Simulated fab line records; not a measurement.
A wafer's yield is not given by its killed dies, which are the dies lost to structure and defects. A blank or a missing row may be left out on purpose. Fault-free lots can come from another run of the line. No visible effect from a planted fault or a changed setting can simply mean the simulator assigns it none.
Chamber matching	flow n5_finfet	N5_HKMG_FIN_ALD_79 on ald_metal-02 has 4 sister chambers
The step deposits TiN, target thk 1.5 nm, pulse time 1 s, purge time 3 s. 4 wafers are shown with their chamber, then 10 later ones without.

== EACH WAFER AND ITS CHAMBER ==
wafer	chamber	heater_power_w (W)
L084.4	1	879
L085.5	0	793
L089.2	3	672
L089.4	2	910

== WAFERS WITHOUT THEIR CHAMBER ==
wafer	heater_power_w (W)
L089.6	888
L092.3	902
L092.4	688
L092.5	817
L094.1	907
L094.2	802
L094.4	807
L097.1	914
L097.2	816
L097.6	688

== EACH ONE'S CHAMBER ==
wafer	from the rows above	in truth
L089.6	can't be placed: 1 or 2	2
L092.3	can't be placed: 2 or 1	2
L092.4	3	3
L092.5	0	0
L094.1	can't be placed: 2 or 1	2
L094.2	0	0
L094.4	0	0
L097.1	2	2
L097.2	0	0
L097.6	3	3
7 of 10 placed correctly. Not placeable from these rows: 3 (in 3, the candidates include the true chamber). Wrongly placed: 0.
How it was worked out, from the rows above alone: a wafer's distance from a chamber is the root of the sum, over the readings, of the square of ((its reading less the chamber's mean) divided by the reading's scatter). The wafer belongs to the nearest chamber; if the next one is less than 2 further off, it can't be placed. The mean given for a chamber averages the wafers shown for that chamber. The scatter (one wafer shown for each chamber): square how far every hidden wafer sits from the nearest shown wafer, average those squares and take the square root.
